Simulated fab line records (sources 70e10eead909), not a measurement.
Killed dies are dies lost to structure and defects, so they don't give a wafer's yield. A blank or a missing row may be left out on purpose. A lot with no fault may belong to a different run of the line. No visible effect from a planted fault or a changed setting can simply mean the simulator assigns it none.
What tool caused it? | flow nand harc | 12 lots with 36 wafers sampled at 2 steps, on a route of 1302 steps

WHAT EACH GAUGE READ, for each wafer
NHARC_A_CONTACT_CD_MEAS_42 targets a cd of 300 nm.
lot  | measured     | on        | cd nm (nm)
L075 | day 21 15:15 | cd sem-03 | 299.8 299.5 299.0
L077 | day 22 00:20 | cd sem-03 | 301.0 300.5 299.6
L079 | day 23 09:36 | cd sem-03 | 300.2 299.5 299.6
L082 | day 24 11:59 | cd sem-02 | 300.2 299.6 301.0
L083 | day 25 16:17 | cd sem-02 | 299.7 299.8 300.1
L084 | day 26 10:11 | cd sem-03 | 300.7 299.5 300.5
L087 | day 27 10:32 | cd sem-01 | 300.7 299.9 300.9
L090 | day 27 13:58 | cd sem-01 | 300.8 300.2 299.9
L091 | day 28 15:14 | cd sem-01 | 300.3 301.1 300.3
L094 | day 29 06:25 | cd sem-03 | 300.6 300.9 300.4
L095 | day 29 20:56 | cd sem-01 | 299.9 300.4 300.0
L097 | day 30 10:20 | cd sem-01 | 299.0 299.5 299.0

WHAT TOOL EACH LOT RAN ON (gives the tool, then ch and the chambers of the sampled wafers, and finally the start)
lot  | NHARC_A_WL_FILL_STRIP_29
L075 | rie diel-02 ch 0,1,3, day 21 00:53
L077 | rie diel-03 ch 0,3, day 21 12:13
L079 | rie diel-02 ch 0,1,2, day 22 21:29
L082 | rie diel-03 ch 1,3, day 23 19:28
L083 | rie diel-03 ch 0,1,2, day 25 04:10
L084 | rie diel-03 ch 1,2, day 25 22:07
L087 | rie diel-13 ch 0,3, day 26 22:28
L090 | rie diel-02 ch 0,1,2, day 27 03:11
L091 | rie diel-02 ch 1,2,3, day 28 01:23
L094 | rie diel-02 ch 0,1,2, day 28 19:53
L095 | rie diel-13 ch 0,1,3, day 29 08:13
L097 | rie diel-13 ch 0,3, day 29 21:21
- NHARC_A_WL_FILL_STRIP_29: strips in O2, time 20 s.

THE ANSWER, worked out from the rows above alone
Rule: the usual values come from the lots themselves. Put in order of their means at a reading, lots are off if they are a third of the lots or fewer, leave a main group of 4 or more, and stand apart from it by a gap of 3 or more times the standard deviation of the main group's means; of several such gaps the widest counts. If all means in a main group match to the digits the tables above print for the reading, that group is not used. A lot without any number at a reading at which 4 lots or more have one is off too. Where the step has rows for the other lots, those lots are counted as sound.
No lot is off at any reading shown: from this, nothing can be told.

WHAT THE SIMULATOR PUT IN
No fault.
